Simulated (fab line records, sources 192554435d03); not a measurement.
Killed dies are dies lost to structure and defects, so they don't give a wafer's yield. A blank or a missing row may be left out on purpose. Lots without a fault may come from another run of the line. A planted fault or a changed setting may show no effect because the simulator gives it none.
Which tool did it? | flow n5_finfet | 12 lots, 32 wafers sampled, at 5 steps of a route of 1938

WHAT THE GAUGES READ, wafer by wafer
N5_BEOL_M10_RS_MEAS_57: measures by four-point-probe.
lot  | measured     | on            | M10_RS (ohm/sq)
L962 | day 10 05:34 | film_metro-01 | 0.157 0.151 0.157
L964 | day 10 19:58 | film_metro-01 | 0.148 0.144
L963 | day 10 22:23 | film_metro-01 | 0.152 0.150 0.152
L966 | day 11 01:06 | film_metro-01 | 0.152 0.152 0.160
L965 | day 11 08:05 | film_metro-01 | 0.151 0.147 0.159
L973 | day 13 20:36 | film_metro-02 | 0.148 0.159 0.146
L975 | day 14 04:41 | film_metro-01 | 0.151 0.153 0.150
L977 | day 14 18:59 | film_metro-02 | 0.154 0.154
L981 | day 15 11:11 | film_metro-02 | 0.153 0.151
L982 | day 15 20:05 | film_metro-01 | 0.148 0.141 0.147
L979 | day 16 05:47 | film_metro-02 | 0.161 0.153
L983 | day 16 09:29 | film_metro-02 | 0.153 0.154 0.150

N5_BEOL_M10_INSPECT_58: inspects for defects (darkfield).
lot  | measured     | on                | raw_defect_count
L962 | day 10 05:35 | defect_inspect-01 | 106 92 66
L964 | day 10 19:59 | defect_inspect-01 | 85 79
L963 | day 10 22:25 | defect_inspect-02 | 100 79 104
L966 | day 11 01:08 | defect_inspect-02 | 67 104 42
L965 | day 11 08:07 | defect_inspect-02 | 49 39 62
L973 | day 13 20:38 | defect_inspect-02 | 104 61 37
L975 | day 14 04:43 | defect_inspect-01 | 94 86 94
L977 | day 14 19:01 | defect_inspect-02 | 45 64
L981 | day 15 11:13 | defect_inspect-02 | 57 54
L982 | day 15 20:07 | defect_inspect-01 | 103 71 103
L979 | day 16 05:49 | defect_inspect-01 | 58 78
L983 | day 16 09:44 | defect_inspect-01 | 52 57 45

N5_BEOL_M11_THK_MEAS_01.
lot  | measured     | on            | M11_ILD_THK (nm)
L962 | day 10 06:13 | film_metro-01 | 269 275 271
L964 | day 10 20:37 | film_metro-01 | 270 267
L963 | day 10 23:02 | film_metro-01 | 265 274 264
L966 | day 11 01:46 | film_metro-02 | 271 266 267
L965 | day 11 08:45 | film_metro-02 | 262 267 268
L973 | day 13 21:16 | film_metro-02 | 266 271 263
L975 | day 14 05:35 | film_metro-01 | 269 274 276
L977 | day 14 19:41 | film_metro-02 | 267 265
L981 | day 15 11:53 | film_metro-02 | 265 272
L982 | day 15 20:44 | film_metro-02 | 265 274 268
L979 | day 16 06:41 | film_metro-02 | 261 276
L983 | day 16 10:22 | film_metro-01 | 268 268 267

WHICH TOOL RAN EACH LOT (tool, then ch and the chambers of the sampled wafers, then the start)
lot  | N5_BEOL_M10_PECVD_70            | N5_BEOL_M10_CMP_52
L962 | pecvd-01 ch 1, day 9 22:19      | cmp-04 ch 1,3, day 10 05:08
L964 | pecvd-04 ch 1,2, day 10 12:34   | cmp-01 ch 0,3, day 10 19:41
L963 | pecvd-03 ch 1,2, day 10 15:28   | cmp-02 ch 0,3, day 10 21:57
L966 | pecvd-04 ch 0,1,2, day 10 19:25 | cmp-04 ch 1,2,3, day 11 00:40
L965 | pecvd-01 ch 0,2, day 11 02:02   | cmp-01 ch 0,2, day 11 07:40
L973 | pecvd-01 ch 0,2, day 13 09:44   | cmp-04 ch 1,2, day 13 20:13
L975 | pecvd-01 ch 0,2, day 13 21:27   | cmp-02 ch 0,1,3, day 14 04:16
L977 | pecvd-03 ch 0,2, day 14 11:26   | cmp-01 ch 0,1, day 14 18:34
L981 | pecvd-04 ch 1, day 15 03:34     | cmp-04 ch 0,3, day 15 10:53
L982 | pecvd-04 ch 0,1,2, day 15 12:43 | cmp-01 ch 0,1, day 15 19:40
L979 | pecvd-01 ch 0,2, day 15 21:50   | cmp-01 ch 1,3, day 16 05:23
L983 | pecvd-03 ch 0,1,2, day 16 02:14 | cmp-01 ch 0,3, day 16 09:03
- N5_BEOL_M10_PECVD_70: deposits SiO2 from TEOS/O2, target thk 20 nm, time 22.7 s.
- N5_BEOL_M10_CMP_52: polishes, stops on SiCOH lowk, t overpolish 7 s, target thk 140 nm.

WHAT THE TOOLS THEMSELVES READ (means of the sampled wafers that have a number; where no wafer has one, the mark that the record gives instead)
N5_BEOL_M10_PECVD_70.
lot  | tool     | heater_power_w (W) | showerhead_plenum_p_Torr (Torr) | susceptor_temp_C (C) | throttle_valve_pct (%)
L962 | pecvd-01 | 508                | 8.76                            | 399.87               | 21.4
L964 | pecvd-04 | 904                | 8.89                            | 400.05               | 22.1
L963 | pecvd-03 | 638                | 8.78                            | 400.23               | 22.0
L966 | pecvd-04 | 814                | 8.89                            | 400.25               | 22.0
L965 | pecvd-01 | 801                | 8.87                            | 399.92               | 21.8
L973 | pecvd-01 | 803                | 8.84                            | 400.10               | 21.6
L975 | pecvd-01 | 799                | 8.85                            | 400.01               | 21.8
L977 | pecvd-03 | 653                | 8.77                            | 399.92               | 22.2
L981 | pecvd-04 | 820                | 8.80                            | 399.95               | 22.1
L982 | pecvd-04 | 825                | 8.87                            | 400.00               | 22.2
L979 | pecvd-01 | 702                | 8.84                            | 399.93               | 21.5
L983 | pecvd-03 | 707                | 8.75                            | 400.00               | 22.5

N5_BEOL_M10_CMP_52.
lot  | tool   | barrier_field_endpoint_s (s) | motor_current_A (A) | slurry_flow_ml_min
L962 | cmp-04 | 28.8                         | 6.4                 | 149.8
L964 | cmp-01 | 29.7                         | 5.9                 | 150.0
L963 | cmp-02 | 27.3                         | 5.9                 | 149.7
L966 | cmp-04 | 26.4                         | 5.9                 | 150.0
L965 | cmp-01 | 30.3                         | 5.8                 | 150.2
L973 | cmp-04 | 29.4                         | 6.3                 | 149.7
L975 | cmp-02 | 28.1                         | 6.3                 | 149.7
L977 | cmp-01 | 29.1                         | 5.3                 | 149.4
L981 | cmp-04 | 29.1                         | 5.7                 | 149.7
L982 | cmp-01 | 29.4                         | 5.3                 | 150.0
L979 | cmp-01 | 29.1                         | 6.0                 | 150.1
L983 | cmp-01 | 29.5                         | 5.9                 | 149.7

THE ANSWER, worked out from the rows above alone
Rule: what is usual is taken from the lots themselves. Put in order of their means at a reading, lots are off if they are a third of the lots or fewer, leave a main group of 4 or more, and stand apart from it by a gap of 3 or more times the standard deviation of the main group's means; of several such gaps the widest counts. A main group whose means are all the same, to the digits that the tables above print for the reading, isn't used. A lot without any number at a reading at which 4 lots or more have one is off too. The other lots that the step has rows for count as sound. The gauges are gone through in route order, then the tools' own readings, and for those a lot's mean is taken as printed above. The first step at which some lot is off is used, and at that step the reading that is off furthest; a lot without a number counts as furthest.
No lot is off at any reading shown: from this, nothing can be told.

WHAT THE SIMULATOR HAD PUT IN
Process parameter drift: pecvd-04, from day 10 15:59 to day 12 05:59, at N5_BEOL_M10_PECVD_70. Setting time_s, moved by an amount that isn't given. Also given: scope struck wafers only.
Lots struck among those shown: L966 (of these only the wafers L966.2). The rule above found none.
